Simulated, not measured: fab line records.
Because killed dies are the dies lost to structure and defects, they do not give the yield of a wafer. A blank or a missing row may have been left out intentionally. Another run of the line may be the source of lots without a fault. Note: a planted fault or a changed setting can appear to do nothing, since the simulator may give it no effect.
fab line records | flow nandHarc | part 2 of 2: steps 4 to 6 of 6
record: lots: 24 wafers: 72 lastDay: 34
route steps=1302 shown A_STAIRCASE@785 A_SGD_CUT@890
lots that met no fault: from a run of the same line without faults
startH: the number of hours between the record's first day and the start of the first shown wafer of the lot | waitH: how many hours have passed since the lot's step before this one | " repeats the value in the row above | L1.1+2: a single row standing in for several wafers | - no value present, or no start provided | * or withheld: withheld | < > ~ a bound
route shown NAME@n: NAME is a module with steps in the file, n the number in the route of the first one | usual: mean and standard deviation over wafers with no fault | same: alike in all rows | chamber/n: place in a boat | sites: readings site by site | _std_site: the values' standard deviation | _edge_site: outer sites' mean less inner sites' | radiusMm: for every site, how far away it sits from the centre of the wafer | mask NAME#n: copy n | behind: the last tool/chamber to shape the wafer | hold: why the lot went on hold/how many hours it stayed there/how the hold came to an end | device: the transistor (n, p or np) that didn't switch | end of line: the route-end tests of the same wafers | a step given without rows: its recipe and nothing more | killed: dies lost to structure and defects at the first sort, not the wafer's yield | map: the dies of a wafer, with x for killed, . for not killed, _ for no die there
set.NAME: the setting that was run; set.NAME@STEP: the one run at that earlier step | model.NAME: the simulator's own value behind a step, which no gauge read
the route's steps for a sample of lots (tables are steps, rows are wafers)
services: the hour from which a tool's chamber was out of use, counted from the record's first day as startH (under 0 if before that day), plus the number of hours and why
== steps ==
step: NHARC_A_STAIRCASE_DEP_471
recipe: targetThkA: 1000 tempC: 400 pressureTorr: 6.5 rfW: 900 teosFlowSccm: 161.4 flowSccm: 2650 targetThkNm: 100 gas: O2 material: SiO2
usual: heaterPowerW: 590/94 mfcPrecursorSccm: 161.4/0.47 throttleValvePct: 15.7/0.75
columns lot.wafer tool chamber startH waitH heaterPowerW mfcPrecursorSccm throttleValvePct
L075.1 pecvd-04 0 447.00 - 662 161.6 14.6
L075.2 " 2 " " 419 161.5 16.3
L075.5 " 0 " " 668 160.8 14.8
L074.1 pecvd-02 1 448.01 - 665 161.5 16.8
L074.3 " 2 " " 606 160.8 14.4
L074.6 " 1 " " 695 161.8 16.4
L076.3 pecvd-02 2 452.69 - 630 161.9 14.4
L076.1 " 0 " " 487 161.0 16.2
L076.5 " 1 " " 658 162.1 16.3
L077.2 pecvd-04 0 465.99 - 538 160.8 14.2
L077.3 " 1 " " 546 162.0 15.6
L077.5 " 2 " " 403 161.8 15.6
L078.2 pecvd-04 2 466.27 - 417 161.1 15.6
L078.3 " 0 " " 586 161.5 14.4
L078.5 " 2 " " 421 161.4 15.8
L079.3 pecvd-02 1 484.49 - 599 161.4 16.4
L079.5 " 2 " " 632 161.8 14.4
L079.6 " 0 " " 476 162.7 16.0
L081.2 pecvd-03 1 509.08 - 580 161.3 16.8
L081.1 " 2 " " 674 161.5 15.9
L081.5 " 1 " " 578 161.6 16.7
L080.1 pecvd-03 1 509.28 - 638 161.6 16.7
L080.6 " 0 " " 694 161.5 15.9
L080.4 " 1 " " 653 161.9 16.8
L082.2 pecvd-03 2 518.77 - 554 161.0 15.9
L082.3 " 0 " " 618 161.7 16.1
L082.5 " 0 " " 628 161.6 15.9
L083.2 pecvd-02 1 530.85 - 712 162.3 16.6
L083.1 " 0 " " 498 160.8 16.3
L083.4 " 0 " " 509 161.4 16.0
L084.2 pecvd-02 1 531.02 - 726 160.9 16.9
L084.6 " 2 " " 622 161.6 14.3
L084.5 " 0 " " 527 160.9 16.3
L086.3 pecvd-04 0 553.72 - 514 161.3 14.9
L086.6 " 2 " " 426 160.1 15.8
L086.5 " 0 " " 526 160.8 14.8
L085.3 pecvd-02 0 553.96 - 519 160.6 16.5
L085.5 " 0 " " 528 161.4 16.5
L085.4 " 1 " " 570 161.4 16.4
L087.1 pecvd-02 1 586.36 - 695 161.4 16.7
L087.3 " 2 " " 620 160.9 14.5
L087.6 " 2 " " 641 162.0 14.5
L090.3 pecvd-04 1 586.61 - 611 161.1 15.7
L090.5 " 0 " " 640 160.4 14.9
L090.6 " 1 " " 610 161.7 15.8
L088.6 pecvd-03 0 594.26 - 693 160.4 15.7
L088.4 " 1 " " 651 162.3 16.5
L088.5 " 2 " " 675 161.6 15.3
L089.2 pecvd-04 1 594.38 - 542 161.3 15.8
L089.5 " 1 " " 555 161.3 15.8
L089.4 " 2 " " 355 161.3 15.8
L091.1 pecvd-03 0 599.62 - 702 161.5 15.7
L091.2 " 1 " " 564 161.6 16.3
L091.5 " 1 " " 599 161.2 16.3
L092.1 pecvd-02 2 602.16 - 620 162.0 14.4
L092.3 " 1 " " 721 161.4 16.5
L092.4 " 0 " " 461 161.4 16.0
L094.3 pecvd-02 1 631.15 - 758 162.3 16.4
L094.2 " 2 " " 692 161.7 14.5
L094.4 " 1 " " 566 161.9 16.7
L093.2 pecvd-03 0 631.26 - 674 161.3 16.0
L093.1 " 1 " " 656 160.8 16.1
L093.6 " 0 " " 667 161.3 15.7
L095.1 pecvd-02 0 654.97 - 524 160.9 15.9
L095.2 " 1 " " 632 161.5 16.5
L095.5 " 1 " " 635 161.3 16.6
L096.1 pecvd-03 2 659.17 - 581 161.4 15.5
L096.6 " 2 " " 586 160.9 15.4
L096.4 " 0 " " 690 161.2 15.7
L097.1 pecvd-04 1 687.46 - 628 161.4 15.8
L097.3 " 2 " " 373 161.6 15.7
L097.5 " 0 " " 623 161.2 14.5
step: NHARC_A_SGD_CUT_DEP_00
recipe: targetThkA: 500 tempC: 400 targetThkNm: 50 flowSccm: 200 rfW: 450 material: SiNx
usual: heaterPowerW: 761/83
columns lot.wafer tool chamber startH waitH heaterPowerW
L075.2 pecvd-03 0 447.67 0.1 761
L075.1 " 1 " " 795
L075.5 " 1 " " 789
L074.3 pecvd-01 2 448.74 0.1 614
L074.1 " 0 " " 799
L074.6 " 1 " " 933
L076.3 pecvd-01 1 453.37 0.1 915
L076.1 " 0 " " 680
L076.5 " 1 " " 882
L077.3 pecvd-01 0 466.67 0.1 654
L077.2 " 1 " " 935
L077.5 " 1 " " 927
L078.3 pecvd-03 0 466.94 0.1 809
L078.2 " 2 " " 692
L078.5 " 0 " " 804
L079.3 pecvd-01 0 485.17 0.1 714
L079.5 " 1 " " 891
L079.6 " 2 " " 690
L081.1 pecvd-03 0 509.77 0.1 718
L081.2 " 2 " " 808
L081.5 " 0 " " 717
L080.1 pecvd-01 0 510.00 0.1 710
L080.4 " 1 " " 855
L080.6 " 2 " " 723
L082.2 pecvd-01 2 519.45 0.1 656
L082.3 " 1 " " 739
L082.5 " 2 " " 686
L083.2 pecvd-03 1 531.53 0.1 766
L083.1 " 2 " " 786
L083.4 " 1 " " 780
L084.2 pecvd-01 2 531.76 0.1 754
L084.6 " 0 " " 733
L084.5 " 2 " " 753
L086.3 pecvd-01 1 554.38 0.1 832
L086.5 " 1 " " 844
L086.6 " 2 " " 705
L085.3 pecvd-02 0 554.65 0.1 691
L085.4 " 0 " " 690
L085.5 " 1 " " 853
L087.3 pecvd-02 2 587.05 0.1 785
L087.1 " 1 " " 775
L087.6 " 1 " " 780
L090.3 pecvd-01 1 587.30 0.1 887
L090.6 " 2 " " 621
L090.5 " 1 " " 878
L088.6 pecvd-01 0 594.94 0.1 671
L088.4 " 1 " " 896
L088.5 " 2 " " 773
L089.2 pecvd-03 0 595.41 0.4 851
L089.5 " 1 " " 661
L089.4 " 2 " " 772
L091.1 pecvd-01 1 600.45 0.1 871
L091.2 " 2 " " 632
L091.5 " 0 " " 648
L092.1 pecvd-02 1 602.85 0.1 851
L092.3 " 0 " " 592
L092.4 " 1 " " 832
L094.2 pecvd-02 0 631.80 0.1 663
L094.3 " 2 " " 809
L094.4 " 2 " " 801
L093.2 pecvd-03 2 631.97 0.1 826
L093.1 " 0 " " 889
L093.6 " 2 " " 827
L095.1 pecvd-03 2 655.66 0.1 811
L095.2 " 0 " " 817
L095.5 " 2 " " 824
L096.1 pecvd-02 0 659.89 0.1 594
L096.6 " 2 " " 792
L096.4 " 0 " " 600
L097.3 pecvd-01 0 688.15 0.1 768
L097.1 " 2 " " 733
L097.5 " 1 " " 886
step: NHARC_A_SGD_CUT_OVL_MEAS_10
usual: overlayXNm: -0.1/0.78 overlayYNm: -0.1/0.83
columns lot.wafer tool chamber startH waitH overlayXNm overlayYNm
L075.1 overlay-02 - 448.56 - 0.1 0.6
L075.2 " - " " 0.0 0.4
L075.5 " - " " -0.9 0.4
L074.1 overlay-02 - 449.56 - -1.3 -1.8
L074.3 " - " " -1.3 -2.2
L074.6 " - " " -1.7 -1.6
L076.1 overlay-01 - 454.05 - -0.6 -0.9
L076.3 " - " " -0.6 -1.6
L076.5 " - " " -0.6 -0.9
L077.2 overlay-01 - 467.48 - -0.8 -1.5
L077.3 " - " " -0.3 -1.6
L077.5 " - " " -0.6 -1.6
L078.2 overlay-01 - 467.74 - -0.9 1.4
L078.3 " - " " -0.6 1.5
L078.5 " - " " -0.9 1.3
L079.3 overlay-02 - 485.92 - 0.0 1.2
L079.5 " - " " -0.1 0.7
L079.6 " - " " 0.0 1.0
L081.1 overlay-01 - 510.45 - -0.7 -0.2
L081.2 " - " " -0.7 0.0
L081.5 " - " " -1.4 -0.2
L080.1 overlay-01 - 510.78 - 0.2 0.6
L080.4 " - " " -0.1 0.5
L080.6 " - " " 0.1 0.0
L082.2 overlay-01 - 520.27 - 0.1 0.1
L082.3 " - " " 0.8 0.2
L082.5 " - " " 0.4 0.4
L083.1 overlay-01 - 532.21 - -0.9 0.1
L083.2 " - " " -0.8 0.1
L083.4 " - " " -0.2 0.2
L084.2 overlay-02 - 532.51 - -0.6 0.0
L084.5 " - " " -0.1 0.5
L084.6 " - " " 0.1 0.8
L086.3 overlay-01 - 555.06 - 0.5 -0.1
L086.5 " - " " 0.8 0.2
L086.6 " - " " 0.8 -0.6
L085.3 overlay-02 - 555.46 - 1.4 -0.2
L085.4 " - " " 1.3 -0.4
L085.5 " - " " 0.5 0.0
L087.1 overlay-02 - 587.87 - -0.4 -0.5
L087.3 " - " " -0.1 -0.4
L087.6 " - " " -0.7 -0.2
L090.3 overlay-02 - 588.06 - 0.5 -0.6
L090.5 " - " " 0.2 -0.8
L090.6 " - " " 0.7 -0.5
L088.4 overlay-02 - 595.67 - -0.2 0.5
L088.5 " - " " 0.2 0.1
L088.6 " - " " 0.2 0.9
L089.2 overlay-01 - 596.04 - -0.4 0.5
L089.4 " - " " 0.6 0.5
L089.5 " - " " 0.1 0.3
L091.1 overlay-01 - 601.22 - 1.4 -0.3
L091.2 " - " " 1.3 -0.7
L091.5 " - " " 0.8 -0.9
L092.1 overlay-02 - 603.65 - 0.5 1.2
L092.3 " - " " 0.7 0.2
L092.4 " - " " 0.8 0.8
L094.2 overlay-01 - 632.61 - -0.6 -0.2
L094.3 " - " " -0.8 -0.3
L094.4 " - " " -0.8 -0.4
L093.1 overlay-02 - 632.77 - -0.1 0.4
L093.2 " - " " 0.7 0.1
L093.6 " - " " 0.5 0.5
L095.1 overlay-02 - 656.44 - 0.5 -1.0
L095.2 " - " " 0.4 -0.7
L095.5 " - " " 0.0 -1.2
L096.1 overlay-01 - 660.67 - -0.2 -0.9
L096.4 " - " " 0.7 -1.4
L096.6 " - " " 0.4 -0.4
L097.1 overlay-02 - 688.96 - -1.2 0.0
L097.3 " - " " -1.8 0.0
L097.5 " - " " -1.4 0.2
== services ==
columns tool chamber startH hours kind
pecvd-03 - 366.00 13.0 pm
pecvd-03 - 385.14 3.3 repair
pecvd-02 - 408.00 13.0 pm
rieDiel-05 - 408.41 9.0 pm
rieDiel-11 - 416.68 0.2 repair
rieDiel-10 - 419.84 9.0 pm
rieDiel-10 1 432.20 13.8 repair
rieDiel-11 - 432.57 9.0 pm
pecvd-03 0 432.71 5.5 repair
pecvd-02 0 439.53 10.7 repair
pecvd-03 2 445.72 9.5 repair
pecvd-02 1 467.95 3.5 repair
pecvd-01 - 492.06 13.0 pm
rieDiel-11 0 520.39 3.2 repair
pecvd-03 - 547.00 13.0 pm
pecvd-02 - 589.00 13.0 pm
rieDiel-10 - 596.86 9.0 pm
pecvd-03 2 597.74 4.7 repair
rieDiel-11 - 609.89 9.0 pm
rieDiel-05 1 624.74 4.2 repair
rieDiel-11 - 640.23 0.9 repair
rieDiel-05 - 648.86 0.3 repair
rieDiel-11 2 649.12 6.7 repair
rieDiel-11 2 673.69 7.5 repair
